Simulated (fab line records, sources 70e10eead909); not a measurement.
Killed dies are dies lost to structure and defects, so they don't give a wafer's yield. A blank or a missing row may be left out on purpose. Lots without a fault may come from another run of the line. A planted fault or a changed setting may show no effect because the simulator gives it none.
Chamber matching | flow nand_harc | NHARC_A_BLC_ALD_23 on ald_metal-01: 4 sister chambers
The step deposits TiN, target thk 3 nm, pulse time 1 s, ald cycles 150. 4 wafers are shown with their chamber, then 9 later ones without.

WAFERS WITH THEIR CHAMBER
wafer  | chamber | heater_power_w (W)
L089.6 | 2       | 1083
L092.1 | 1       | 1124
L092.2 | 3       | 1100
L092.4 | 0       | 1056

WAFERS WITHOUT THEIR CHAMBER
wafer  | heater_power_w (W)
L095.2 | 993
L095.5 | 1072
L095.6 | 1094
L093.1 | 979
L093.4 | 1086
L093.6 | 1097
L097.1 | 1026
L097.2 | 1084
L097.5 | 1107

WHICH CHAMBER EACH WENT THROUGH
wafer  | from the rows above               | in truth
L095.2 | can't be placed: 0 or 2 or 3 or 1 | 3
L095.5 | can't be placed: 2 or 0 or 3 or 1 | 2
L095.6 | can't be placed: 3 or 2 or 1 or 0 | 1
L093.1 | can't be placed: 0 or 2 or 3 or 1 | 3
L093.4 | can't be placed: 2 or 3 or 0 or 1 | 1
L093.6 | can't be placed: 3 or 2 or 1 or 0 | 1
L097.1 | can't be placed: 0 or 2 or 3 or 1 | 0
L097.2 | can't be placed: 2 or 3 or 0 or 1 | 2
L097.5 | can't be placed: 3 or 1 or 2 or 0 | 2
Placed correctly: 0 of 9. Can't be placed from these rows: 9 (the true chamber is among the candidates in 9). Placed wrongly: 0.
How it was worked out, from the rows above alone: a wafer's distance from a chamber is the root of the sum, over the readings, of the square of ((its reading less the chamber's mean) divided by the reading's scatter). The wafer belongs to the nearest chamber; if the next one is less than 2 further off, it can't be placed. A chamber's mean is the mean of its shown wafers. The scatter: with one shown wafer a chamber, the root of the mean of the squares of how far each hidden wafer lies from its nearest shown one.
